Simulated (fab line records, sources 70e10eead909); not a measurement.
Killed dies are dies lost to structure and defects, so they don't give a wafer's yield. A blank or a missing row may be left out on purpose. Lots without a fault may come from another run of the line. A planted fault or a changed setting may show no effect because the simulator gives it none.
Chamber matching | flow nand_harc | NHARC_A_BONDPAD_STRIP_15 on rie_diel-06: 4 sister chambers
The step strips in O2. 4 wafers are shown with their chamber, then 9 later ones without.

WAFERS WITH THEIR CHAMBER
wafer  | chamber | oes_product_au (a.u.)
L551.4 | 1       | 1.019
L553.2 | 3       | 0.991
L553.3 | 2       | 0.994
L553.4 | 0       | 0.993

WAFERS WITHOUT THEIR CHAMBER
wafer  | oes_product_au (a.u.)
L556.1 | 0.994
L556.3 | 0.991
L556.6 | 0.990
L561.2 | 1.008
L561.4 | 0.989
L561.5 | 1.001
L564.1 | 1.001
L564.3 | 0.981
L564.5 | 0.987

WHICH CHAMBER EACH WENT THROUGH
wafer  | from the rows above               | in truth
L556.1 | can't be placed: 2 or 0 or 3      | 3
L556.3 | can't be placed: 3 or 0 or 2      | 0
L556.6 | can't be placed: 3 or 0 or 2      | 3
L561.2 | can't be placed: 1 or 2 or 0 or 3 | 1
L561.4 | can't be placed: 3 or 0 or 2      | 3
L561.5 | can't be placed: 2 or 0 or 3 or 1 | 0
L564.1 | can't be placed: 2 or 0 or 3 or 1 | 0
L564.3 | can't be placed: 3 or 0 or 2      | 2
L564.5 | can't be placed: 3 or 0 or 2      | 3
Placed correctly: 0 of 9. Can't be placed from these rows: 9 (the true chamber is among the candidates in 9). Placed wrongly: 0.
How it was worked out, from the rows above alone: a wafer's distance from a chamber is the root of the sum, over the readings, of the square of ((its reading less the chamber's mean) divided by the reading's scatter). The wafer belongs to the nearest chamber; if the next one is less than 2 further off, it can't be placed. A chamber's mean is the mean of its shown wafers. The scatter: with one shown wafer a chamber, the root of the mean of the squares of how far each hidden wafer lies from its nearest shown one.
